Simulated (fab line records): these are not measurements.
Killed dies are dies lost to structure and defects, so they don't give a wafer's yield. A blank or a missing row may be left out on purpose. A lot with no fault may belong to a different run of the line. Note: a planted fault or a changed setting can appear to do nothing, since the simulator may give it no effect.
fab line records	flow n5_finfet
[record] lots = 5	wafers = 15	last_day = 17
route steps=1938 shown GATE_CUT@466 BEOL_M4@1111 PASSIVATION@1936
lots with no fault: from the same line, run without faults
start_h: hours from the record's first day to the start of the lot's first wafer shown	wait_h: hours from the lot's prior step to this one	" unchanged from the row above	L1.1+2: a single row standing in for several wafers	- either no value or no given start	* or withheld: withheld	< > ~ a bound
route shown NAME@n: a module of which the file shows steps, and the number in the route of the first	usual: the fault-free wafers' mean and standard deviation	same: alike in all rows	chamber/n: place in a boat	sites: the reading at each site	_std_site: their standard deviation	_edge_site: mean of outer sites minus mean of inner sites	radius_mm: how far each site lies from the wafer's centre	mask NAME#n: copy n	behind: the tool/chamber that last shaped the wafer	hold: why the lot went on hold/how many hours it stayed there/how the hold came to an end	device: whichever transistor did not switch (one of n, p or np)	end of line: the tests these same wafers got at the end of their route	a step given without rows: its recipe and nothing more	killed: dies that structure and defects cost at the first sort, which is not the same as the wafer's yield	map: per-die view of a wafer (x killed, . not killed, _ where there is no die)
set.NAME: the setting the step ran with; set.NAME@STEP: the setting that earlier step ran with	model.NAME: the simulator's own value behind a step, which no gauge read
lots at selected steps of the route; one table per step, one row per wafer
services: a tool's chamber out of use, with start hour (start_h, from the record's first day; less than 0 if before it), hours out, and reason
[[steps]]
[step N5_GATE_CUT_ETCH_56]
[recipe] chemistry = Cl2/Ar	target = TiN	target_depth_a = 216	pressure_mtorr = 10	icp_w = 600	bias_w = 60	Cl2_flow_sccm = 40	Ar_flow_sccm = 60
[step N5_GATE_CUT_ETCHBACK_30]
[recipe] chemistry = Cl2/Ar	target = TiN	target_depth_a = 30	mode = isotropic	pressure_mtorr = 10	icp_w = 600	bias_w = 60	Cl2_flow_sccm = 40	Ar_flow_sccm = 60
[step N5_GATE_CUT_VAPOR_ETCH_60]
[recipe] chemistry = BCl3/Cl2	target = HfO2	mode = isotropic
[step N5_GATE_CUT_ETCH_58]
[recipe] chemistry = CH3F/O2	target = SiNx	target_depth_a = 170	time_s = 128.6	ion_energy_ev = 50	pressure_mtorr = 30	source_w = 415	bias_w = 21	Ar_flow_sccm = 150	CH3F_flow_sccm = 30	O2_flow_sccm = 20
[step N5_GATE_CUT_STRIP_59]
[recipe] chemistry = N2/H2	time_s = 20	power_w = 100	temp_c = 40	pressure_mtorr = 100	rf_frequency_hz = 6e+07	bias_power_w = 3	n2_flow_sccm = 300	h2_flow_sccm = 300
[step N5_GATE_CUT_PRECLEAN_31]
[recipe] temp_c = 23	chemistry = DIW	time_s = 300
[step N5_GATE_CUT_SRD_32]
[recipe] time_s = 30	temp_c = 23	rinse_liquid = diw	dry = ipa_marangoni
[step N5_GATE_CUT_SAC_CAP_01]
[recipe] material = SiNx	target_thk_a = 240	temp_c = 400	ald_precursor_family = SiH2I2	ald_co_reactant = N2/H2-plasma	pulse_time_s = 1	ald_cycles = 480	purge_time_s = 2	co_reactant_purge_time_s = 2	pressure_torr = 2
[step N5_GATE_CUT_PECVD_57]
[recipe] material = SiNx	target_thk_a = 210	temp_c = 400	precursor = SiH4/NH3/N2	pressure_torr = 1.5	rf_w = 300
[step N5_GATE_CUT_CMP_02]
[recipe] stop_on = SiO2	t_overpolish_s = 12.7	post_cmp_clean = alkaline_brush	down_force_psi = 2.5	platen_rpm = 51.8	pad_velocity_m_s = 1.0307	target_thk_nm = 0
[step N5_GATE_CUT_HM_DEP_46]
[recipe] material = SiO2	target_thk_a = 1300	temp_c = 400	precursor = TEOS/O2	pressure_torr = 6.5	rf_w = 900	teos_flow_sccm = 161.4	gas = O2	flow_sccm = 2650	time_s = 26.6
[step N5_GATE_CUT_COAT_34]
[recipe] resist = SOC	temp_c = 250	time_s = 60	spin_rpm = 1500	resist_thk_nm = 60
[usual] chill_plate_temp_C = 23.01/0.11	spin_speed_rpm = 1499.8/1
[same] time_s = 60
lot.wafer	tool	chamber	start_h	wait_h	chill_plate_temp_C	spin_speed_rpm	model.SOC_of_GATE_CUT_COAT_34.thk_nm
L792.2	litho_track-01	0	135.48	0.0	23.02	1498.5	60.2
L792.3	"	0	"	"	23.14	1501.7	60
L792.4	"	0	"	"	22.91	1501.5	60.2
L794.3	litho_track-01	0	148.43	0.0	22.96	1411.7	61.8
L794.4	"	0	"	"	22.89	1412.7	62
L794.5	"	0	"	"	23.13	1411.3	61.8
L797.3	litho_track-01	0	166.91	0.0	22.98	1410.4	61.8
L797.4	"	0	"	"	22.99	1411.9	61.8
L797.6	"	0	"	"	22.98	1412.3	61.8
L798.2	litho_track-01	0	172.98	0.0	22.99	1410.9	61.8
L798.5	"	0	"	"	22.83	1411.2	61.8
L798.6	"	0	"	"	22.97	1413.2	61.8
L802.2	litho_track-03	0	195.93	0.0	23.03	1500.1	59.8
L802.3	"	0	"	"	22.90	1500.9	59.8
L802.6	"	0	"	"	22.99	1499.5	59.8
[step N5_GATE_CUT_COAT_35]
[recipe] resist = SiARC	temp_c = 220	time_s = 60	spin_rpm = 1500	resist_thk_nm = 10
[step N5_GATE_CUT_COAT_27]
[recipe] resist = underlayer	temp_c = 205	time_s = 60	spin_rpm = 1500	resist_thk_nm = 10
[step N5_GATE_CUT_COAT_07]
[recipe] resist = CAR-EUV	spin_rpm = 1500	resist_thk_nm = 30
[step N5_GATE_CUT_EBR_09]
[recipe] solvent = PGMEA	ebr_width_mm = 1.5
[step N5_GATE_CUT_SOFTBAKE_08]
[recipe] temp_c = 110	time_s = 60	resist = CAR-EUV
[step N5_GATE_CUT_EXPOSE_10]
[recipe] mask_id = GATE_CUT	na = 0.33	source_shape = annular	sigma_inner = 0.35	sigma_outer = 0.8	polarization = unpolarized	target_cd_nm = 20	dose_mj = 43.25
[step N5_GATE_CUT_PEB_11]
[recipe] peb_temp_c = 100	peb_time_s = 60	resist = CAR-EUV
[step N5_GATE_CUT_DEVELOP_12]
[recipe] develop_time_s = 30	developer = TMAH	resist = CAR-EUV	rinse_liquid = surfactant_rinse	dry = air_spin	dev_temp_c = 23
[step N5_GATE_CUT_DESCUM_18]
[recipe] chemistry = O2	time_s = 7	source_power_w = 50	bias_power_w = 20	pressure_mtorr = 20	rf_frequency_hz = 2.712e+07	temp_c = 40	resist = CAR-EUV	o2_flow_sccm = 225
[step N5_GATE_CUT_ETCH_28]
[recipe] chemistry = N2/H2	target = underlayer	target_depth_a = 130	mask_material = CAR-EUV	time_s = 10.4	ion_energy_ev = 200	pressure_mtorr = 30	source_w = 840	bias_w = 150	n2_flow_sccm = 200	h2_flow_sccm = 200	ends = cleared
[step N5_GATE_CUT_ETCH_36]
[recipe] chemistry = CF4	target = SiARC	target_depth_a = 130	mask_material = CAR-EUV	time_s = 21.7	ion_energy_ev = 80	pressure_mtorr = 40	source_w = 545	bias_w = 36	Ar_flow_sccm = 100	cf4_flow_sccm = 100	ends = cleared
[step N5_GATE_CUT_ETCH_37]
[recipe] chemistry = N2/H2	target = SOC	target_depth_a = 600	overetch_a = 120	mask_material = SiARC	temp_c = 40	time_s = 90	ion_energy_ev = 200	pressure_mtorr = 30	source_w = 840	bias_w = 150	n2_flow_sccm = 200	h2_flow_sccm = 200
[usual] drypump_motor_current_A = 5.7/0.39	oes_product_au = 0.71/0.048	rf_fwd_power_W = 834/3.1	rf_vpp_V = 524.1/2.7	showerhead_plenum_p_Torr = 2.56/0.093	throttle_valve_pct = 17.75/0.22
[same] time_s = 90
lot.wafer	tool	chamber	start_h	wait_h	drypump_motor_current_A	oes_product_au	rf_fwd_power_W	rf_hours_counter_h	rf_vpp_V	showerhead_plenum_p_Torr	throttle_valve_pct	model.etch.depth_nm
L792.2	rie_diel-06	0	136.07	0.0	5.9	0.68	834	148	526.6	2.66	17.65	60.26
L792.3	"	1	"	"	5.5	0.72	832	108	519.5	2.37	18.04	60.07
L792.4	"	2	"	"	6.0	0.71	835	98	524.2	2.57	18.11	60.14
L794.3	rie_diel-03	1	148.90	0.0	5.4	0.81	836	28	522.5	2.47	17.35	61.84
L794.4	"	3	"	"	5.1	0.77	830	79	527.5	2.68	17.81	62.07
L794.5	"	1	"	"	5.4	0.80	835	-	523.1	2.47	17.35	61.81
L797.3	rie_diel-06	0	167.69	0.0	5.9	0.68	841	160	525.7	2.66	17.64	61.79
L797.4	"	2	"	"	6.0	0.71	832	108	524.3	2.57	18.12	61.89
L797.6	"	3	"	"	5.7	0.68	837	-	526.7	2.64	17.73	61.83
L798.2	rie_diel-06	3	173.48	0.0	5.7	0.68	832	156	526.1	2.64	17.71	61.89
L798.5	"	0	"	"	5.9	0.68	837	-	526.5	2.66	17.65	61.73
L798.6	"	1	"	"	5.5	0.73	831	-	518.8	2.36	18.06	61.74
L802.2	rie_diel-03	1	196.40	0.0	5.4	0.77	836	44	522.2	2.46	17.38	59.85
L802.3	"	3	"	"	5.1	0.74	832	93	527.6	2.67	17.84	59.75
L802.6	"	1	"	"	5.4	0.78	831	-	523.6	2.46	17.36	59.85
[step N5_GATE_CUT_STRIP_38]
[recipe] chemistry = N2/H2	temp_c = 40	n2_flow_sccm = 200	h2_flow_sccm = 200	rf_frequency_hz = 6e+07
[step N5_GATE_CUT_STRIP_39]
[recipe] chemistry = N2/H2	temp_c = 40	n2_flow_sccm = 200	h2_flow_sccm = 200	rf_frequency_hz = 6e+07
[step N5_GATE_CUT_HM_OPEN_40]
[recipe] chemistry = C4F6/O2	target = SiO2	mask_material = SiARC	target_depth_a = 1390	time_s = 85.1	ion_energy_ev = 250	pressure_mtorr = 30	source_w = 345	bias_w = 185	Ar_flow_sccm = 300	C4F6_flow_sccm = 10	O2_flow_sccm = 10	ends = cleared
[usual] drypump_motor_current_A = 5.7/0.38	etch_rf_on_time_s = 93.7/2.3	oes_product_au = 0.72/0.052	rf_fwd_power_W = 342.1/1.3	rf_vpp_V = 665/14	showerhead_plenum_p_Torr = 2.86/0.1	throttle_valve_pct = 20.85/0.18
lot.wafer	tool	chamber	start_h	wait_h	drypump_motor_current_A	etch_rf_on_time_s	oes_product_au	rf_fwd_power_W	rf_hours_counter_h	rf_vpp_V	showerhead_plenum_p_Torr	throttle_valve_pct	model.SOC_of_GATE_CUT_COAT_34.thk_nm
L792.2	rie_diel-06	0	136.16	0.0	5.9	91.0	0.68	343.3	148	673	2.94	20.62	33.6
L792.3	"	1	"	"	5.5	93.0	0.73	343.2	108	668	2.63	20.90	32.2
L792.4	"	2	"	"	6.0	92.9	0.71	343.6	98	651	2.89	21.20	32.6
L794.3	rie_diel-03	1	148.99	0.0	5.4	89.2	0.82	341.7	28	639	2.80	20.71	35
L794.4	"	3	"	"	5.1	96.6	0.75	340.8	79	654	3.00	20.93	34.4
L794.5	"	1	"	"	5.4	90.0	0.82	342.2	-	639	2.80	20.71	34.6
L797.3	rie_diel-06	0	167.77	0.0	5.9	94.4	0.68	342.5	160	671	2.94	20.63	34.2
L797.4	"	2	"	"	6.1	96.0	0.71	342.5	108	652	2.88	21.20	33.4
L797.6	"	3	"	"	5.7	96.0	0.67	343.6	-	681	2.97	20.99	34.6
L798.2	rie_diel-06	3	173.56	0.0	5.7	96.3	0.67	342.2	156	682	2.97	20.99	34.6
L798.5	"	0	"	"	5.9	93.7	0.68	341.3	-	673	2.94	20.65	34.2
L798.6	"	1	"	"	5.5	90.2	0.72	341.3	-	667	2.63	20.91	34.6
L802.2	rie_diel-03	1	196.48	0.0	5.4	89.8	0.79	341.4	44	639	2.79	20.74	32.8
L802.3	"	3	"	"	5.1	94.1	0.73	343.0	93	653	2.99	20.95	33
L802.6	"	1	"	"	5.4	90.2	0.79	340.9	-	638	2.79	20.75	32.6
[step N5_GATE_CUT_STRIP_41]
[recipe] chemistry = CF4	resist = SiARC	power_w = 300	bias_power_w = 75	pressure_mtorr = 50	cf4_flow_sccm = 150	rf_frequency_hz = 6e+07
[step N5_BEOL_M4_RC_MEAS_101]
[usual] DIBL_N = 36.7/1.8	DIBL_P = 37.0/2.4	IOFF_N = 0.17/0.036	IOFF_P = 0.22/0.042	ION_N = 673/12	ION_P = 462/8.5	SS_N = 71.7/0.62	SS_P = 73.4/0.65	VT_N = 250/3.7	VT_P = -250/3.7
lot.wafer	tool	chamber	start_h	wait_h	DIBL_N[mV/V]	DIBL_P[mV/V]	IOFF_N[nA/um]	IOFF_P[nA/um]	ION_N[uA/um]	ION_P[uA/um]	SS_N[mV/dec]	SS_P[mV/dec]	VT_N[mV]	VT_P[mV]
L794.3	prober-02	0	237.34	0.3	38.8	38.6	0.19	0.24	697	470	71.6	74.8	248	-252
L794.4	"	0	"	"	35.0	35.0	0.14	0.19	672	459	71.7	72.9	251	-254
L794.5	"	0	"	"	37.7	38.3	0.19	0.25	701	479	72.2	74.6	247	-247
L792.2	prober-01	0	237.86	0.2	38.3	38.7	0.21	0.30	680	474	72.5	73.0	247	-242
L792.3	"	0	"	"	34.6	34.8	0.15	0.23	677	479	71.1	72.4	247	-241
L792.4	"	0	"	"	36.7	37.2	0.18	0.27	677	472	71.8	73.1	248	-245
L798.2	prober-02	0	270.03	0.2	39.2	42.2	0.26	0.34	694	479	71.5	74.5	244	-242
L798.5	"	0	"	"	38.5	41.4	0.24	0.31	704	479	72.3	73.5	242	-242
L798.6	"	0	"	"	38.1	39.3	0.20	0.28	684	472	71.8	73.9	247	-245
L797.3	prober-01	0	280.53	0.3	39.1	41.4	0.23	0.28	696	470	72.7	74.9	245	-249
L797.4	"	0	"	"	35.6	36.4	0.15	0.18	664	452	72.0	73.4	252	-254
L797.6	"	0	"	"	34.9	35.6	0.14	0.18	665	453	71.6	73.1	252	-257
L802.2	prober-02	0	300.88	0.2	40.0	39.7	0.22	0.24	682	467	72.5	73.5	244	-251
L802.3	"	0	"	"	36.4	36.0	0.14	0.19	673	459	71.1	72.8	251	-252
L802.6	"	0	"	"	39.1	38.4	0.19	0.22	690	464	72.5	73.6	247	-251
[step N5_PASSIVATION_PROBE_49]
[usual] defect_limited_yield = 91.1/1.4	killed_at_M0_to_M3 = 32/9.3	killed_at_M4_up = 13/5.8	killed_at_contacts = 12/6.3	killed_at_front_end = 44/12	killed_at_other = 3.6/2.7	killed_dies = 104/17	killed_on_rim = 14/3.9	killed_open = 69/13	killed_short = 34/6.9	sort_bin_4_leakage = 0.00/0.031	sort_bin_5_function = 5.2/0.98	sort_bin_6_memory = 3.3/0.59	sort_n_pass = 1075/17	sort_yield_pct = 91.1/1.4
[same] gross_dies = 1180	killed_at_back_side = 0	sort_bin_8_speed[%] = 0
lot.wafer	tool	chamber	start_h	wait_h	defect_limited_yield[%]	killed_at_M0_to_M3	killed_at_M4_up	killed_at_contacts	killed_at_front_end	killed_at_other	killed_dies	killed_on_rim	killed_open	killed_short	sort_bin_4_leakage[%]	sort_bin_5_function[%]	sort_bin_6_memory[%]	sort_n_pass	sort_yield_pct[%]
L792.2	prober-02	-	340.37	0.1	90.3	45	11	11	46	2	115	11	76	38	0	6.7	2.8	1065	90.3
L792.3	prober-02	-	340.42	0.1	91.2	28	13	7	49	7	104	12	63	39	0	5.3	3.0	1076	91.2
L792.4	prober-02	-	340.47	0.2	93.6	14	9	16	33	4	76	10	42	33	0	3.7	2.2	1104	93.6
L794.3	prober-02	-	351.38	0.1	91.9	36	9	6	41	3	95	8	65	30	0	4.1	3.6	1085	91.9
L794.4	prober-02	-	351.43	0.2	91.8	38	3	12	44	0	97	16	61	36	0	5.8	2.1	1083	91.8
L794.5	prober-02	-	351.48	0.2	92.3	27	9	13	38	4	91	13	56	34	0	4.7	2.8	1089	92.3
L797.3	prober-01	-	387.16	0.1	91.1	35	18	8	41	3	105	10	68	37	0	6.0	2.5	1075	91.1
L797.4	prober-01	-	387.21	0.2	90.2	34	30	5	46	1	116	16	77	39	0	5.5	4.2	1064	90.2
L797.6	prober-01	-	387.31	0.3	92.2	21	21	7	37	6	92	13	56	36	0	4.3	3.1	1088	92.2
L798.2	prober-02	-	391.13	0.1	91.9	12	17	23	43	1	96	13	65	29	0.08	4.6	3.1	1083	91.8
L798.5	prober-02	-	391.28	0.2	90.3	31	32	11	35	5	114	18	78	28	0	6.3	2.5	1066	90.3
L798.6	prober-02	-	391.33	0.3	91.9	25	20	8	42	0	95	12	63	30	0	4.2	3.6	1085	91.9
L802.2	prober-02	-	396.23	0.1	91.0	39	23	8	21	15	106	14	69	37	0	4.7	3.9	1074	91.0
L802.3	prober-02	-	396.28	0.1	93.0	24	13	6	34	6	83	11	52	30	0	4.4	2.2	1097	93.0
L802.6	prober-02	-	396.43	0.3	91.0	37	8	11	40	10	106	9	74	32	0	6.1	2.6	1074	91.0
// killed by level:class
L792.2 STI_FIN_REVEAL:geometric_particle:open=14 MOL_CONTACT_COAG:geometric_particle:open=10 BEOL_M0_SAQP:geometric_particle:open=10 FIN_SAQP:geometric_particle:short=8 FIN_SAQP:geometric_particle:open=7 BEOL_M0_SAQP:geometric_particle:short=7 BEOL_M3:geometric_particle:open=7 BEOL_M2:geometric_particle:open=6
L792.3 FIN_SAQP:geometric_particle:open=11 FIN_SAQP:geometric_particle:short=11 STI_FIN_REVEAL:geometric_particle:open=9 MOL_CONTACT_COAG:geometric_particle:open=7 STI_FIN_REVEAL:geometric_particle:short=6 BEOL_M0_SAQP:geometric_particle:open=6 BEOL_M5:geometric_particle:open=5 PASS1_CAP:geometric_particle:short=5
L792.4 MOL_CONTACT_COAG:geometric_particle:open=12 FIN_SAQP:geometric_particle:open=8 FIN_SAQP:geometric_particle:short=8 MOL_CONTACT_COAG:geometric_particle:short=4 BEOL_M0_SAQP:geometric_particle:short=4 STI_FIN_REVEAL:geometric_particle:open=3 PASS1_CAP:geometric_particle:short=3 STARTING-WAFER:geometric_particle:open=3
L794.3 BEOL_M0_SAQP:geometric_particle:open=15 FIN_SAQP:geometric_particle:open=14 BEOL_M3:geometric_particle:open=9 FIN_SAQP:geometric_particle:short=7 DUMMY_GATE:geometric_particle:open=7 MOL_CONTACT_COAG:geometric_particle:open=6 BEOL_M0_SAQP:geometric_particle:short=6 DUMMY_GATE:geometric_particle:short=3
L794.4 FIN_SAQP:geometric_particle:short=14 MOL_CONTACT_COAG:geometric_particle:open=11 FIN_SAQP:geometric_particle:open=10 BEOL_M3:geometric_particle:open=8 BEOL_M0_SAQP:geometric_particle:open=8 DUMMY_GATE:geometric_particle:open=7 BEOL_M0_SAQP:geometric_particle:short=7 BEOL_M1:geometric_particle:open=5
L794.5 MOL_CONTACT_COAG:geometric_particle:open=13 FIN_SAQP:geometric_particle:open=12 FIN_SAQP:geometric_particle:short=9 GATE_CUT:geometric_particle:short=5 BEOL_M1:geometric_particle:short=5 BEOL_M1:geometric_particle:open=4 STARTING-WAFER:geometric_particle:open=4 DUMMY_GATE:geometric_particle:open=3
L797.3 FIN_SAQP:geometric_particle:open=9 BEOL_M3:geometric_particle:open=9 BEOL_M2:geometric_particle:open=7 DUMMY_GATE:geometric_particle:open=6 BEOL_M0_SAQP:geometric_particle:short=6 STI_FIN_REVEAL:geometric_particle:open=5 GATE_CUT:geometric_particle:open=5 BEOL_M4:geometric_particle:open=5
L797.4 BEOL_M4:geometric_particle:open=18 STI_FIN_REVEAL:geometric_particle:open=11 DUMMY_GATE:geometric_particle:open=11 BEOL_M0_SAQP:geometric_particle:short=10 BEOL_M0:geometric_particle:open=7 GATE_CUT:geometric_particle:short=6 MOL_CONTACT_COAG:geometric_particle:open=5 BEOL_M0_SAQP:geometric_particle:open=5
L797.6 BEOL_M4:geometric_particle:open=11 FIN_SAQP:geometric_particle:open=9 FIN_SAQP:geometric_particle:short=5 BEOL_M2:geometric_particle:open=5 DUMMY_GATE:geometric_particle:open=4 MOL_CONTACT_COAG:geometric_particle:open=4 BEOL_M2:geometric_particle:short=4 BEOL_M4:geometric_particle:short=4
L798.2 MOL_CONTACT_COAG:geometric_particle:open=16 FIN_SAQP:geometric_particle:open=10 GATE_CUT:geometric_particle:short=8 BEOL_M4:geometric_particle:open=8 MOL_CONTACT_COAG:geometric_particle:short=7 STI_FIN_REVEAL:geometric_particle:open=5 GATE_CUT:geometric_particle:open=5 BEOL_M0_SAQP:geometric_particle:short=4
L798.5 BEOL_M4:geometric_particle:open=17 BEOL_M2:geometric_particle:open=12 FIN_SAQP:geometric_particle:open=8 MOL_CONTACT_COAG:geometric_particle:open=8 HKMG_FIN:area_etch=7 DUMMY_GATE:geometric_particle:open=6 BEOL_M0_SAQP:geometric_particle:open=6 FIN_SAQP:geometric_particle:short=5
L798.6 DUMMY_GATE:geometric_particle:open=8 BEOL_M0_SAQP:geometric_particle:open=8 FIN_SAQP:geometric_particle:short=6 STI_FIN_REVEAL:geometric_particle:open=6 BEOL_M1:geometric_particle:open=6 GATE_CUT:geometric_particle:open=5 MOL_CONTACT_COAG:geometric_particle:open=5 BEOL_M0_SAQP:geometric_particle:short=5
L802.2 BEOL_M2:geometric_particle:open=10 FIN_SAQP:geometric_particle:short=7 BEOL_M2:geometric_particle:short=7 MOL_CONTACT_COAG:geometric_particle:open=7 BEOL_M5:geometric_particle:open=7 BEOL_M0:geometric_particle:open=5 BEOL_M3:geometric_particle:open=5 BEOL_M4:geometric_particle:short=5
L802.3 FIN_SAQP:geometric_particle:open=6 STI_FIN_REVEAL:geometric_particle:open=6 BEOL_M0_SAQP:geometric_particle:short=6 BEOL_M2:geometric_particle:open=5 BEOL_M3:geometric_particle:open=5 DUMMY_GATE:geometric_particle:short=4 BEOL_M0_SAQP:geometric_particle:open=4 DUMMY_GATE:geometric_particle:open=3
L802.6 DUMMY_GATE:geometric_particle:open=12 MOL_CONTACT_COAG:geometric_particle:open=10 BEOL_M3:geometric_particle:open=10 FIN_SAQP:geometric_particle:open=7 BEOL_M2:geometric_particle:open=5 BEOL_M0_SAQP:geometric_particle:open=5 STI_FIN_REVEAL:geometric_particle:open=4 BEOL_M0:geometric_particle:short=4
[[services]]
tool	chamber	start_h	hours	kind
rie_diel-06	1	142.70	5.8	repair
rie_diel-06	2	160.23	3.0	repair
rie_diel-06	-	190.75	2.8	pm
[[key]]
[first_sign] step = N5_GATE_CUT_COAT_34	reading = spin_speed_rpm	direction = down	sigmas = 88	usual = *	struck = *
effect none on later readings
[model_effect] step = N5_GATE_CUT_COAT_34	value = SOC_of_GATE_CUT_COAT_34.thk_nm	without = 59.98	struck = 61.82
[model_effect] step = N5_GATE_CUT_ETCH_37	value = etch.depth_nm	without = 59.99	struck = 61.84
[model_effect] step = N5_GATE_CUT_HM_OPEN_40	value = SOC_of_GATE_CUT_COAT_34.thk_nm	without = 32.51	struck = 34.4
met_at N5_GATE_CUT_COAT_34
struck_wafers L794.3,L794.4,L794.5,L797.3,L797.4,L797.6,L798.2,L798.5,L798.6
onset_between 135.48 148.43
[fault] kind = process_parameter_drift	tool = litho_track-01	chamber = -	onset_h = 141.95	steps = N5_GATE_CUT_COAT_34	channel = spin_rpm	offset = *	shape = step	end_h = 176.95	acts_in = *	stated = *
